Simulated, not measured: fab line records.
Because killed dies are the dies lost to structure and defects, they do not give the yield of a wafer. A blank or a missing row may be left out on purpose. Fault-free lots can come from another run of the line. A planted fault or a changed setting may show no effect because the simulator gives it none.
fab line records | flow nand-harc
record: lots: 24 wafers: 72 last-day: 24
route steps=1159 shown A_CONTACT@960 A_BLC@977 A_M0@1014 A_M1@1038
lots with no fault: from the same line, run without faults
start-h: the number of hours between the record's first day and the start of the first shown wafer of the lot | wait-h: time in hours since the lot's previous step | " the same as in the row above | L1.1+2: a single row standing in for several wafers | - value missing, or start not given | * or withheld: withheld | < > ~ a bound
route shown NAME@n: NAME is a module with steps in the file, n the number in the route of the first one | usual: mean/standard deviation taken from wafers without a fault | same: alike in all rows | chamber/n: place in a boat | sites: each site's reading | _std_site: their standard deviation | _edge_site: mean of outer sites minus mean of inner sites | radius-mm: how far each site lies from the wafer's centre | mask NAME#n: copy n | behind: the most recent tool/chamber to have shaped the wafer | hold: why the lot was held/for how many hours/how that ended | device: whichever transistor did not switch (one of n, p or np) | end of line: the tests these same wafers got at the end of their route | a step given without rows: its recipe and nothing more | killed: the dies lost at the first sort to structure and to defects; this is not the yield of the wafer | map: dies across one wafer; x = killed, . = not, _ = none there
set.NAME: setting as actually run; set.NAME@STEP: the setting as run at that earlier step | model.NAME: the simulator's own value behind a step, which no gauge read
route steps across a sampled set of lots; one table per step, one row per wafer
services: a tool's chamber out of use, with start hour (start-h, from the record's first day; less than 0 if before it), hours out, and reason
== steps ==
step: NHARC_A_CONTACT_CMP_20
recipe: t-overpolish-s: 30 target-thk-nm: 300
usual: motor-current-A: 11.8/0.98 overpolish-run-s: 30.000/0.0086 time-to-endpoint-s: 61/3.4
columns lot.wafer tool chamber start-h wait-h motor-current-A overpolish-run-s time-to-endpoint-s
L075.2 cmp-01 3 395.74 0.8 12.7 30.008 60
L075.1 " 1 " " 11.9 30.001 64
L075.6 " 0 " " 10.8 29.981 67
L074.1 cmp-01 2 397.14 0.8 12.0 29.994 58
L074.2 " 1 " " 11.6 30.000 59
L074.6 " 3 " " 13.7 29.994 56
L077.4 cmp-04 0 406.02 0.5 10.5 30.012 64
L077.3 " 1 " " 11.7 30.005 62
L077.5 " 0 " " 11.1 30.000 66
L078.2 cmp-01 3 406.15 0.8 12.4 30.008 62
L078.1 " 2 " " 11.2 29.994 63
L078.5 " 3 " " 12.9 30.018 65
L076.1 cmp-04 2 410.16 0.7 11.1 30.008 66
L076.4 " 3 " " 11.8 30.001 57
L076.5 " 1 " " 12.3 30.006 62
L080.4 cmp-04 0 422.21 0.5 11.0 30.015 60
L080.1 " 1 " " 11.8 29.992 59
L080.6 " 0 " " 11.4 29.992 60
L079.3 cmp-03 0 422.33 0.5 14.3 30.003 62
L079.6 " 1 " " 12.4 29.993 59
L079.5 " 2 " " 12.7 29.990 61
L083.2 cmp-01 1 428.49 0.8 11.6 29.999 63
L083.6 " 3 " " 13.0 29.991 60
L083.5 " 0 " " 10.8 29.986 65
L082.3 cmp-04 2 439.99 0.5 11.2 29.991 66
L082.1 " 1 " " 12.4 29.979 61
L082.5 " 3 " " 12.1 30.008 55
L085.1 cmp-01 1 445.10 0.9 11.7 29.996 64
L085.5 " 2 " " 11.3 30.007 60
L085.6 " 3 " " 12.2 29.997 58
L081.1 cmp-01 2 451.86 0.8 12.0 29.996 57
L081.2 " 0 " " 11.4 29.990 65
L081.5 " 2 " " 11.5 30.005 59
L084.4 cmp-01 2 457.50 0.4 11.7 30.004 60
L084.1 " 3 " " 12.8 30.006 61
L084.5 " 2 " " 11.1 30.003 58
L087.1 cmp-04 0 458.22 0.6 10.9 30.007 62
L087.3 " 3 " " 11.7 29.985 55
L087.5 " 0 " " 10.0 29.996 61
L086.2 cmp-04 1 458.98 0.8 12.4 29.997 62
L086.4 " 2 " " 11.5 30.004 66
L086.1 " 0 " " 10.8 29.992 63
L089.4 cmp-01 2 470.74 0.4 11.4 29.989 59
L089.5 " 0 " " 10.4 29.998 65
L089.6 " 1 " " 11.4 30.002 59
L088.2 cmp-04 2 478.51 0.8 11.2 30.005 66
L088.4 " 0 " " 11.1 30.004 62
L088.6 " 2 " " 10.8 30.003 65
L090.4 cmp-03 1 483.30 0.4 12.2 30.007 62
L090.2 " 2 " " 12.0 29.995 55
L090.6 " 0 " " 14.7 30.009 62
L091.3 cmp-03 2 490.00 0.4 13.1 30.014 59
L091.1 " 0 " " 14.6 30.003 61
L091.6 " 1 " " 11.4 29.998 60
L093.2 cmp-01 2 496.89 0.6 11.7 29.990 61
L093.1 " 3 " " 13.2 29.995 59
L093.3 " 0 " " 10.8 30.006 69
L092.1 cmp-01 0 498.07 0.8 10.3 30.010 67
L092.3 " 1 " " 11.8 29.994 61
L092.5 " 0 " " 11.1 30.009 66
L095.3 cmp-04 0 501.97 0.6 10.8 30.006 63
L095.5 " 2 " " 11.1 30.003 65
L095.6 " 3 " " 11.9 29.999 57
L094.4 cmp-03 1 503.59 0.4 11.7 30.019 59
L094.3 " 2 " " 12.4 29.994 56
L094.6 " 1 " " 12.0 29.991 59
L097.1 cmp-04 1 515.16 0.8 11.3 30.000 60
L097.2 " 2 " " 10.9 29.995 64
L097.6 " 2 " " 11.4 30.008 65
L096.4 cmp-04 3 520.77 0.5 12.2 29.994 52
L096.1 " 2 " " 11.0 30.006 60
L096.6 " 3 " " 12.6 29.998 57
step: NHARC_A_BLC_DESCUM_15
recipe: time-s: 3 o2-flow-sccm: 200 ar-flow-sccm: 0 bias-power-w: 0 chemistry: O2
usual: drypump-motor-current-A: 5.9/0.51 mfc-ar-sccm: 0.005/0.0073 oes-product-au: 0.996/0.012 rf-vpp-V: 57.8/0.84 showerhead-plenum-p-Torr: 1.90/0.076 throttle-valve-pct: 11.312/0.0092
columns lot.wafer tool chamber start-h wait-h drypump-motor-current-A mfc-ar-sccm oes-product-au rf-hours-counter-h rf-vpp-V showerhead-plenum-p-Torr throttle-valve-pct
L075.2 rie-diel-01 1 396.72 0.1 6.6 0 1.005 7 57.4 1.89 11.322
L075.1 " 0 " " 5.3 0 1.007 8 57.2 1.79 11.308
L075.6 " 2 " " 5.0 0.001 0.986 - 57.2 1.85 11.311
L074.1 rie-diel-08 2 398.14 0.1 5.8 0 1.000 34 57.0 1.78 11.294
L074.2 " 0 " " 5.8 0.009 0.986 31 57.9 1.83 11.334
L074.6 " 2 " " 5.8 0 0.997 - 58.1 1.78 11.329
L077.4 rie-diel-05 0 407.11 0.1 6.4 0 0.977 4 58.2 1.92 11.322
L077.3 " 2 " " 5.5 0.012 0.986 4 59.1 1.99 11.315
L077.5 " 0 " " 6.4 0 0.991 - 57.3 1.92 11.327
L078.1 rie-diel-01 2 407.28 0.1 5.0 0.001 1.001 7 58.3 1.85 11.312
L078.2 " 0 " " 5.2 0 1.024 9 57.4 1.79 11.330
L078.5 " 2 " " 5.0 0.001 0.996 - 56.7 1.85 11.325
L076.4 rie-diel-01 0 411.10 0.1 5.3 0 1.025 10 57.4 1.79 11.316
L076.1 " 2 " " 5.0 0.001 1.002 7 58.1 1.85 11.311
L076.5 " 0 " " 5.3 0 1.032 - 57.1 1.79 11.313
L080.1 rie-diel-01 2 423.33 0.1 5.0 0.001 0.997 9 58.2 1.85 11.315
L080.4 " 3 " " 5.9 0.024 1.000 11 58.0 1.82 11.325
L080.6 " 1 " " 6.6 0 1.004 - 57.3 1.89 11.309
L079.3 rie-diel-05 2 423.47 0.1 5.5 0.012 0.993 6 58.1 1.99 11.327
L079.6 " 1 " " 6.4 0 0.990 - 58.6 2.00 11.311
L079.5 " 2 " " 5.4 0.012 0.999 - 58.9 1.99 11.329
L083.2 rie-diel-01 2 429.56 0.1 5.0 0.001 0.997 10 57.7 1.85 11.309
L083.5 " 2 " " 5.1 0.001 0.994 - 58.0 1.85 11.309
L083.6 " 3 " " 5.9 0.024 1.013 - 58.8 1.82 11.307
L082.1 rie-diel-05 2 440.98 0.1 5.4 0.012 1.001 9 59.3 1.99 11.300
L082.3 " 0 " " 6.4 0 0.974 9 57.4 1.91 11.301
L082.5 " 1 " " 6.3 0 0.996 - 59.0 2.00 11.307
L085.1 rie-diel-05 1 446.16 0.1 6.3 0 0.996 10 58.2 2.00 11.318
L085.5 " 2 " " 5.5 0.012 0.998 - 55.2 1.99 11.310
L085.6 " 3 " " 6.2 0.007 0.983 - 57.7 1.84 11.299
L081.2 rie-diel-05 1 452.83 0.1 6.4 0 1.003 10 58.0 2.00 11.303
L081.1 " 2 " " 5.5 0.012 1.005 10 58.2 1.99 11.317
L081.5 " 2 " " 5.5 0.012 1.009 - 58.6 1.98 11.308
L084.1 rie-diel-01 2 458.57 0.1 5.1 0.001 1.003 12 57.2 1.85 11.313
L084.4 " 1 " " 6.7 0 1.008 14 57.0 1.89 11.324
L084.5 " 2 " " 5.1 0.001 1.004 - 57.6 1.85 11.327
L087.3 rie-diel-05 1 459.19 0.1 6.4 0 0.996 11 57.3 2.00 11.308
L087.1 " 3 " " 6.2 0.007 0.988 11 58.0 1.84 11.311
L087.5 " 2 " " 5.4 0.012 1.012 - 57.9 1.98 11.301
L086.4 rie-diel-01 0 459.95 0.1 5.3 0 1.015 15 57.6 1.79 11.311
L086.2 " 1 " " 6.6 0 1.008 14 59.0 1.89 11.315
L086.1 " 2 " " 5.1 0.001 0.997 12 57.1 1.85 11.342
L089.4 rie-diel-05 3 471.83 0.1 6.2 0.007 0.982 - 58.5 1.84 11.317
L089.5 " 0 " " 6.4 0 0.981 - 57.5 1.91 11.304
L089.6 " 2 " " 5.5 0.012 1.009 - 58.3 1.98 11.300
L088.4 rie-diel-05 2 479.48 0.1 5.5 0.012 1.007 13 57.8 1.98 11.309
L088.2 " 1 " " 6.4 0 0.989 12 57.0 2.00 11.306
L088.6 " 3 " " 6.2 0.007 0.981 - 57.7 1.84 11.293
L090.2 rie-diel-05 2 484.35 0.1 5.4 0.012 0.993 14 58.6 1.98 11.306
L090.4 " 0 " " 6.4 0 0.983 15 59.3 1.91 11.314
L090.6 " 2 " " 5.5 0.012 1.001 - 58.1 1.98 11.316
L091.3 rie-diel-08 2 491.08 0.1 5.8 0 1.010 0 58.7 2.08 11.322
L091.1 " 3 " " 5.1 0 1.002 0 57.4 1.86 11.323
L091.6 " 2 " " 5.8 0 0.994 - 58.0 2.08 11.296
L093.2 rie-diel-05 1 498.00 0.1 6.4 0 0.989 15 57.7 2.00 11.324
L093.3 " 2 " " 5.4 0.012 0.995 16 59.9 1.98 11.305
L093.1 " 3 " " 6.2 0.007 0.985 16 57.6 1.84 11.306
L092.1 rie-diel-05 2 499.10 0.1 5.4 0.012 0.998 16 58.0 1.98 11.323
L092.3 " 0 " " 6.4 0 0.986 17 56.9 1.91 11.327
L092.5 " 1 " " 6.3 0 0.983 - 58.8 2.00 11.323
L095.3 rie-diel-05 3 502.91 0.1 6.2 0.007 0.971 18 56.9 1.84 11.304
L095.5 " 1 " " 6.3 0 0.987 - 59.2 2.00 11.307
L095.6 " 2 " " 5.4 0.012 0.996 - 59.2 1.98 11.321
L094.4 rie-diel-05 0 504.70 0.1 6.4 0 0.991 18 56.3 1.91 11.304
L094.3 " 2 " " 5.4 0.012 1.003 17 58.1 1.98 11.299
L094.6 " 0 " " 6.4 0 0.989 - 58.7 1.91 11.319
L097.1 rie-diel-05 3 516.28 0.1 6.2 0.007 0.981 19 57.5 1.84 11.312
L097.2 " 0 " " 6.4 0 0.989 20 57.1 1.91 11.313
L097.6 " 3 " " 6.2 0.007 0.976 - 59.5 1.84 11.300
L096.4 rie-diel-01 3 521.87 0.1 5.9 0.024 1.012 1 57.2 1.82 11.314
L096.1 " 1 " " 6.6 0 1.004 2 56.5 1.88 11.307
L096.6 " 2 " " 5.0 0.001 1.005 - 57.2 1.85 11.303
step: NHARC_A_BLC_CVD_24
recipe: target-thk-a: 1500 temp-c: 300 pressure-torr: 40 wf6-flow-sccm: 40 h2-flow-sccm: 1600 ar-flow-sccm: 1560 time-s: 434 material: W
usual: heater-power-w: 412/38 mfc-ar-sccm: 1560/5 mfc-h2-sccm: 1600/4.6 throttle-valve-pct: 7.86/0.21
columns lot.wafer tool chamber start-h wait-h heater-power-w mfc-ar-sccm mfc-h2-sccm throttle-valve-pct
L075.2 cvd-w-01 0 - - 397 1559 1599 7.69
L075.1 " 1 " " 461 1568 1603 8.00
L075.6 " 1 " " 470 1560 1595 8.25
L074.1 cvd-w-01 0 - - 395 1562 1602 7.76
L074.2 " 1 " " 486 1561 1599 7.97
L074.6 " 1 " " 474 1558 1600 7.89
L077.3 cvd-w-02 0 - - 365 1565 1595 7.64
L077.4 " 1 " " 437 1558 1596 7.91
L077.5 " 1 " " 427 1562 1604 7.64
L078.1 cvd-w-02 1 - - 429 1562 1606 7.88
L078.2 " 0 " " 369 1564 1600 7.78
L078.5 " 1 " " 437 1562 1600 7.88
L076.1 cvd-w-02 1 - - 438 1553 1596 7.81
L076.4 " 1 " " 433 1556 1602 7.79
L076.5 " 1 " " 421 1570 1599 7.80
L080.1 cvd-w-02 1 - - 439 1558 1604 7.83
L080.4 " 1 " " 434 1564 1596 7.85
L080.6 " 1 " " 423 1561 1598 7.92
L079.3 cvd-w-02 1 - - 440 1560 1605 7.76
L079.6 " 1 " " 437 1559 1598 7.75
L079.5 " 0 " " 375 1566 1606 7.67
L083.2 cvd-w-02 1 - - 434 1556 1601 7.90
L083.5 " 0 " " 373 1561 1601 7.66
L083.6 " 1 " " 439 1566 1606 7.93
L082.1 cvd-w-01 0 - - 389 1562 1610 7.93
L082.3 " 1 " " 479 1561 1602 8.06
L082.5 " 0 " " 404 1563 1605 8.07
L085.1 cvd-w-02 1 - - 435 1555 1604 7.66
L085.5 " 1 " " 443 1561 1601 8.20
L085.6 " 0 " " 357 1570 1600 7.78
L081.2 cvd-w-02 1 - - 440 1556 1596 7.92
L081.1 " 0 " " 382 1558 1607 7.55
L081.5 " 1 " " 445 1552 1605 8.12
L084.1 cvd-w-01 1 - - 485 1565 1610 8.19
L084.4 " 0 " " 398 1558 1591 7.68
L084.5 " 1 " " 471 1561 1601 8.38
L087.1 cvd-w-01 1 - - 475 1556 1596 7.85
L087.3 " 0 " " 392 1566 1598 7.62
L087.5 " 0 " " 398 1560 1595 7.75
L086.1 cvd-w-01 1 - - 478 1563 1604 7.90
L086.2 " 0 " " 398 1550 1598 7.81
L086.4 " 1 " " 477 1566 1605 7.95
L089.4 cvd-w-02 0 - - 368 1557 1604 7.62
L089.6 " 0 " " 367 1552 1604 7.69
L089.5 " 1 " " 429 1552 1600 8.08
L088.2 cvd-w-02 1 - - 434 1561 1604 8.16
L088.4 " 1 " " 434 1562 1598 7.98
L088.6 " 0 " " 367 1560 1592 7.85
L090.2 cvd-w-02 0 - - 363 1559 1602 7.73
L090.4 " 1 " " 433 1563 1595 7.88
L090.6 " 0 " " 370 1555 1603 7.65
L091.1 cvd-w-01 1 - - 451 1554 1602 8.15
L091.3 " 0 " " 386 1564 1601 7.64
L091.6 " 1 " " 451 1555 1592 8.25
L093.1 cvd-w-01 1 - - 431 1558 1590 8.08
L093.2 " 0 " " 401 1550 1593 7.93
L093.3 " 0 " " 388 1558 1588 7.86
L092.1 cvd-w-01 0 - - 393 1565 1599 7.88
L092.3 " 0 " " 397 1563 1607 7.77
L092.5 " 1 " " 454 1566 1599 8.11
L095.3 cvd-w-02 0 - - 363 1560 1598 7.94
L095.5 " 1 " " 431 1560 1600 8.07
L095.6 " 0 " " 362 1565 1594 7.69
L094.3 cvd-w-02 1 - - 426 1556 1602 8.13
L094.4 " 0 " " 371 1567 1593 8.04
L094.6 " 0 " " 360 1570 1594 7.82
L097.1 cvd-w-01 1 - - 454 1564 1596 8.02
L097.2 " 0 " " 387 1557 1605 8.08
L097.6 " 1 " " 449 1563 1601 8.14
L096.1 cvd-w-02 0 - - 362 1562 1599 7.79
L096.4 " 1 " " 435 1555 1598 7.95
L096.6 " 1 " " 431 1558 1604 7.84
step: NHARC_A_M0_PRE_CLEAN_29
recipe: time-s: 30 temp-c: 280 gas: H2/He
usual: heater-power-w: 427/48
columns lot.wafer tool chamber start-h wait-h heater-power-w
L075.1 pvd-sputter-03 - - - 432
L075.2 " - " " 417
L075.6 " - " " 435
L074.2 pvd-sputter-01 - - - 411
L074.1 " - " " 456
L074.6 " - " " 426
L077.4 pvd-sputter-03 - - - 378
L077.3 " - " " 419
L077.5 " - " " 376
L078.2 pvd-sputter-02 - - - 355
L078.1 " - " " 454
L078.5 " - " " 361
L076.4 pvd-sputter-02 - - - 464
L076.1 " - " " 458
L076.5 " - " " 466
L080.1 pvd-sputter-01 - - - 458
L080.4 " - " " 411
L080.6 " - " " 442
L079.3 pvd-sputter-03 - - - 411
L079.6 " - " " 421
L079.5 " - " " 413
L083.2 pvd-sputter-03 - - - 425
L083.5 " - " " 408
L083.6 " - " " 413
L082.3 pvd-sputter-02 - - - 449
L082.1 " - " " 528
L082.5 " - " " 440
L085.1 pvd-sputter-02 - - - 448
L085.5 " - " " 460
L085.6 " - " " 353
L081.1 pvd-sputter-02 - - - 442
L081.2 " - " " 541
L081.5 " - " " 541
L084.1 pvd-sputter-01 - - - 428
L084.4 " - " " 406
L084.5 " - " " 451
L087.3 pvd-sputter-01 - - - 458
L087.1 " - " " 404
L087.5 " - " " 453
L086.2 pvd-sputter-02 - - - 345
L086.1 " - " " 447
L086.4 " - " " 549
L089.4 pvd-sputter-02 - - - 451
L089.6 " - " " 549
L089.5 " - " " 456
L088.4 pvd-sputter-02 - - - 351
L088.2 " - " " 473
L088.6 " - " " 450
L090.2 pvd-sputter-01 - - - 412
L090.4 " - " " 451
L090.6 " - " " 444
L091.3 pvd-sputter-02 - - - 471
L091.1 " - " " 448
L091.6 " - " " 466
L093.1 pvd-sputter-03 - - - 396
L093.3 " - " " 366
L093.2 " - " " 422
L092.1 pvd-sputter-03 - - - 410
L092.3 " - " " 401
L092.5 " - " " 366
L095.3 pvd-sputter-03 - - - 420
L095.6 " - " " 406
L095.5 " - " " 412
L094.3 pvd-sputter-03 - - - 403
L094.4 " - " " 360
L094.6 " - " " 420
L097.2 pvd-sputter-02 - - - 519
L097.1 " - " " 460
L097.6 " - " " 441
L096.4 pvd-sputter-03 - - - 424
L096.1 " - " " 409
L096.6 " - " " 436
step: NHARC_A_M0_CMP_23
recipe: t-overpolish-s: 20 target-thk-nm: 113.75
usual: motor-current-A: 11.5/0.91 time-to-endpoint-s: 30.0/2.8
columns lot.wafer tool chamber start-h wait-h motor-current-A time-to-endpoint-s
L075.2 cmp-04 1 408.18 - 12.0 30.3
L075.1 " 0 " " 11.4 30.7
L075.6 " 2 " " 11.7 33.6
L074.2 cmp-02 2 408.21 - 11.8 29.7
L074.1 " 1 " " 13.4 33.8
L074.6 " 3 " " 10.2 25.2
L077.4 cmp-01 0 413.56 - 10.4 31.6
L077.3 " 3 " " 12.7 25.0
L077.5 " 1 " " 11.3 26.8
L078.1 cmp-04 3 413.90 - 12.6 28.4
L078.2 " 2 " " 11.3 30.2
L078.5 " 0 " " 11.4 30.8
L076.1 cmp-04 2 417.26 - 11.1 27.2
L076.4 " 3 " " 12.0 25.1
L076.5 " 2 " " 10.7 28.8
L080.4 cmp-04 1 429.51 - 12.6 30.8
L080.1 " 3 " " 11.3 27.2
L080.6 " 0 " " 11.0 29.1
L079.3 cmp-04 0 430.14 - 10.9 30.0
L079.6 " 3 " " 11.8 27.2
L079.5 " 0 " " 11.2 29.9
L083.2 cmp-02 2 439.81 - 11.9 32.1
L083.5 " 0 " " 11.2 28.9
L083.6 " 1 " " 12.8 32.2
L082.1 cmp-01 1 449.85 - 11.6 29.9
L082.3 " 2 " " 11.3 28.4
L082.5 " 0 " " 11.0 32.5
L085.1 cmp-02 0 456.41 - 11.5 30.1
L085.5 " 0 " " 11.0 30.0
L085.6 " 1 " " 13.2 33.3
L081.2 cmp-01 0 461.39 - 10.5 37.8
L081.1 " 2 " " 12.2 28.7
L081.5 " 3 " " 12.5 31.1
L084.1 cmp-01 3 464.78 - 13.1 32.0
L084.4 " 1 " " 12.4 29.9
L084.5 " 3 " " 12.8 29.2
L087.1 cmp-01 1 465.47 - 11.7 31.4
L087.3 " 2 " " 11.4 30.8
L087.5 " 2 " " 11.9 29.5
L086.4 cmp-02 2 466.34 - 12.1 31.5
L086.2 " 3 " " 9.5 28.8
L086.1 " 0 " " 11.3 29.2
L089.4 cmp-02 1 479.71 - 12.6 34.2
L089.5 " 0 " " 11.2 30.1
L089.6 " 1 " " 12.6 33.0
L088.4 cmp-04 0 485.91 - 10.7 30.1
L088.2 " 2 " " 11.5 31.5
L088.6 " 0 " " 11.0 32.6
L090.4 cmp-01 2 492.62 - 11.3 30.4
L090.2 " 0 " " 10.6 35.8
L090.6 " 1 " " 12.8 30.6
L091.3 cmp-01 2 500.82 - 11.3 30.2
L091.1 " 0 " " 11.1 33.6
L091.6 " 3 " " 13.1 29.2
L093.3 cmp-04 2 504.18 - 11.2 29.2
L093.2 " 3 " " 12.2 26.3
L093.1 " 1 " " 12.8 29.1
L092.1 cmp-02 2 506.05 - 11.7 28.4
L092.3 " 3 " " 10.1 25.8
L092.5 " 2 " " 11.6 29.4
L095.3 cmp-02 1 509.14 - 12.7 31.2
L095.6 " 2 " " 11.7 34.9
L095.5 " 3 " " 10.3 27.4
L094.4 cmp-02 0 513.13 - 11.1 28.2
L094.3 " 2 " " 11.7 29.4
L094.6 " 3 " " 9.8 24.8
L097.1 cmp-01 1 522.81 - 11.0 31.1
L097.2 " 3 " " 12.4 31.2
L097.6 " 2 " " 11.7 27.1
L096.4 cmp-04 3 532.10 - 11.9 26.0
L096.1 " 0 " " 11.7 31.4
L096.6 " 3 " " 12.0 23.5
step: NHARC_A_M1_INSPECT_11
usual: raw-defect-count: 31/11
columns lot.wafer tool chamber start-h wait-h raw-defect-count
L074.1 defect-inspect-01 - 416.96 0.0 32
L074.2 " - " " 33
L074.6 " - " " 29
L075.1 defect-inspect-02 - 417.11 0.0 23
L075.2 " - " " 18
L075.6 " - " " 32
L077.3 defect-inspect-01 - 417.27 0.0 37
L077.4 " - " " 26
L077.5 " - " " 38
L078.1 defect-inspect-02 - 417.43 0.0 40
L078.2 " - " " 29
L078.5 " - " " 33
L076.1 defect-inspect-02 - 419.16 0.0 50
L076.4 " - " " 32
L076.5 " - " " 37
L080.1 defect-inspect-01 - 431.54 0.0 45
L080.4 " - " " 42
L080.6 " - " " 36
L079.3 defect-inspect-02 - 432.70 0.0 16
L079.5 " - " " 18
L079.6 " - " " 9
L083.2 defect-inspect-01 - 441.64 0.0 28
L083.5 " - " " 36
L083.6 " - " " 28
L082.1 defect-inspect-01 - 451.80 0.0 25
L082.3 " - " " 21
L082.5 " - " " 26
L085.1 defect-inspect-01 - 458.30 0.0 21
L085.5 " - " " 32
L085.6 " - " " 24
L081.1 defect-inspect-01 - 463.36 0.0 35
L081.2 " - " " 23
L081.5 " - " " 29
L084.1 defect-inspect-02 - 466.75 0.0 36
L084.4 " - " " 43
L084.5 " - " " 35
L087.1 defect-inspect-02 - 467.31 0.0 30
L087.3 " - " " 28
L087.5 " - " " 34
L086.1 defect-inspect-02 - 468.31 0.0 30
L086.2 " - " " 40
L086.4 " - " " 36
L089.4 defect-inspect-02 - 481.67 0.0 33
L089.5 " - " " 19
L089.6 " - " " 25
L088.2 defect-inspect-02 - 488.34 0.0 21
L088.4 " - " " 36
L088.6 " - " " 33
L090.2 defect-inspect-02 - 494.59 0.0 15
L090.4 " - " " 9
L090.6 " - " " 22
L091.1 defect-inspect-01 - 502.81 0.0 32
L091.3 " - " " 33
L091.6 " - " " 33
L093.1 defect-inspect-02 - 506.07 0.1 19
L093.2 " - " " 29
L093.3 " - " " 16
L092.1 defect-inspect-02 - 508.08 0.0 49
L092.3 " - " " 52
L092.5 " - " " 55
L095.3 defect-inspect-01 - 511.04 0.0 45
L095.5 " - " " 41
L095.6 " - " " 38
L094.3 defect-inspect-01 - 515.07 0.0 44
L094.4 " - " " 51
L094.6 " - " " 44
L097.1 defect-inspect-01 - 525.53 0.0 18
L097.2 " - " " 16
L097.6 " - " " 22
L096.1 defect-inspect-02 - 534.07 0.0 43
L096.4 " - " " 46
L096.6 " - " " 41
== services ==
columns tool chamber start-h hours kind
cmp-01 - 375.65 4.0 pm
cvd-w-02 - 381.42 13.0 pm
cmp-02 - 387.63 2.8 repair
cmp-02 - 391.22 4.1 repair
pvd-sputter-02 - 391.95 5.3 repair
cmp-04 - 399.17 4.0 pm
rie-diel-01 2 400.87 3.2 repair
rie-diel-05 - 402.94 0.5 repair
cmp-04 - 411.07 2.7 repair
cmp-02 - 422.64 4.0 pm
pvd-sputter-03 - 458.00 10.0 pm
cmp-01 - 461.92 1.0 repair
rie-diel-05 1 466.88 7.2 repair
cmp-02 - 471.07 3.0 repair
cmp-01 - 473.65 4.0 pm
cvd-w-01 - 475.77 13.0 pm
cmp-02 - 484.47 0.6 repair
rie-diel-01 - 491.80 9.0 pm
cmp-04 - 497.17 4.0 pm
cmp-04 - 505.41 1.1 repair
cmp-01 - 507.20 4.9 repair
pvd-sputter-02 - 516.20 1.8 repair
rie-diel-05 - 517.80 9.0 pm
cvd-w-01 - 530.54 1.4 repair
== key ==
fault none
